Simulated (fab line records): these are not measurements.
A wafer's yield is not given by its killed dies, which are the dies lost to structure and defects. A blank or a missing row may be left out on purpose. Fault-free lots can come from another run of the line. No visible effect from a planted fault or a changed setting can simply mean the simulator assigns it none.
Chamber matching + flow nand-harc + 4 sister chambers for NHARC_P_M2_STRIP_18 on rie-diel-07
The step strips in N2/H2. 33 wafers are shown with their chamber, then 12 later ones without.

WAFERS, EACH WITH ITS CHAMBER
| wafer  | chamber | showerhead-plenum-p-Torr (Torr) | drypump-motor-current-A (A) | oes-product-au (a.u.) |
|--------|---------|---------------------------------|-----------------------------|-----------------------|
| L074.1 | 0       | 2.15                            | 5.2                         | 0.994                 |
| L074.3 | 1       | 2.08                            | 5.9                         | 1.020                 |
| L074.4 | 2       | 1.94                            | 5.4                         | 1.011                 |
| L075.1 | 1       | 2.08                            | 5.9                         | 1.015                 |
| L075.4 | 2       | 1.94                            | 5.4                         | 1.017                 |
| L075.5 | 0       | 2.15                            | 5.3                         | 0.990                 |
| L076.2 | 2       | 1.94                            | 5.4                         | 1.012                 |
| L076.3 | 1       | 2.08                            | 5.9                         | 0.997                 |
| L076.5 | 1       | 2.08                            | 6.0                         | 0.998                 |
| L077.1 | 0       | 2.15                            | 5.3                         | 0.985                 |
| L077.2 | 1       | 2.08                            | 6.0                         | 1.007                 |
| L077.3 | 3       | 1.99                            | 6.1                         | 1.008                 |
| L079.1 | 3       | 1.99                            | 6.1                         | 1.008                 |
| L079.2 | 1       | 2.08                            | 6.0                         | 1.015                 |
| L079.3 | 2       | 1.94                            | 5.4                         | 1.004                 |
| L080.3 | 0       | 2.15                            | 5.3                         | 0.990                 |
| L080.4 | 2       | 1.94                            | 5.4                         | 1.007                 |
| L080.6 | 2       | 1.94                            | 5.4                         | 1.007                 |
| L081.2 | 1       | 2.08                            | 5.9                         | 1.021                 |
| L081.5 | 3       | 1.99                            | 6.1                         | 1.005                 |
| L081.6 | 0       | 2.15                            | 5.2                         | 0.998                 |
| L082.1 | 1       | 2.08                            | 5.9                         | 1.014                 |
| L082.4 | 0       | 2.15                            | 5.2                         | 0.989                 |
| L082.6 | 0       | 2.15                            | 5.2                         | 0.997                 |
| L084.2 | 0       | 2.15                            | 5.2                         | 0.986                 |
| L084.3 | 3       | 1.99                            | 6.1                         | 1.007                 |
| L084.4 | 2       | 1.94                            | 5.3                         | 1.012                 |
| L087.2 | 2       | 1.94                            | 5.4                         | 1.015                 |
| L087.4 | 3       | 1.99                            | 6.1                         | 1.005                 |
| L087.5 | 1       | 2.08                            | 5.9                         | 1.003                 |
| L086.3 | 3       | 1.99                            | 6.1                         | 1.007                 |
| L086.4 | 2       | 1.94                            | 5.4                         | 1.006                 |
| L086.5 | 2       | 1.93                            | 5.4                         | 1.004                 |

SIGNATURES (averages over the wafers above)
| reading                  | chamber 0 | chamber 1 | chamber 2 | chamber 3 | scatter within a chamber |
|--------------------------|-----------|-----------|-----------|-----------|--------------------------|
| showerhead-plenum-p-Torr | 2.1500    | 2.0800    | 1.9390    | 1.9900    | 0.00176                  |
| drypump-motor-current-A  | 5.237     | 5.933     | 5.390     | 6.100     | 0.0406                   |
| oes-product-au           | 0.99113   | 1.01000   | 1.00950   | 1.00667   | 0.00592                  |
Rule: for a wafer and a chamber, the distance is found by dividing, reading by reading, the gap between the wafer's reading and the chamber's mean by the reading's scatter, squaring, summing and taking the root. The wafer belongs to the nearest chamber; if the next one is less than 2 further off, it can't be placed. The scatter: the root of (the sum of the squares of (reading less its chamber's mean) over the shown wafers, divided by (wafers less chambers)).

WAFERS MISSING THEIR CHAMBER
| wafer  | showerhead-plenum-p-Torr (Torr) | drypump-motor-current-A (A) | oes-product-au (a.u.) |
|--------|---------------------------------|-----------------------------|-----------------------|
| L089.1 | 1.99                            | 6.1                         | 1.008                 |
| L089.5 | 2.15                            | 5.2                         | 0.987                 |
| L089.6 | 1.99                            | 6.1                         | 1.014                 |
| L095.3 | 2.15                            | 5.2                         | 0.994                 |
| L095.5 | 2.15                            | 5.3                         | 0.989                 |
| L095.6 | 2.08                            | 6.0                         | 1.007                 |
| L096.1 | 2.15                            | 5.3                         | 1.006                 |
| L096.2 | 1.99                            | 6.1                         | 0.995                 |
| L096.4 | 1.93                            | 5.4                         | 1.011                 |
| L097.2 | 1.99                            | 6.1                         | 1.004                 |
| L097.3 | 2.15                            | 5.2                         | 1.008                 |
| L097.4 | 2.08                            | 6.0                         | 1.020                 |

CHAMBER TAKEN BY EACH
| wafer  | from the rows above | in truth |
|--------|---------------------|----------|
| L089.1 | 3                   | 3        |
| L089.5 | 0                   | 0        |
| L089.6 | 3                   | 3        |
| L095.3 | 0                   | 0        |
| L095.5 | 0                   | 0        |
| L095.6 | 1                   | 1        |
| L096.1 | 0                   | 0        |
| L096.2 | 3                   | 3        |
| L096.4 | 2                   | 2        |
| L097.2 | 3                   | 3        |
| L097.3 | 0                   | 0        |
| L097.4 | 1                   | 1        |
Placed correctly: 12 of 12. From these rows, 0 cannot be placed. Wrongly placed: 0.
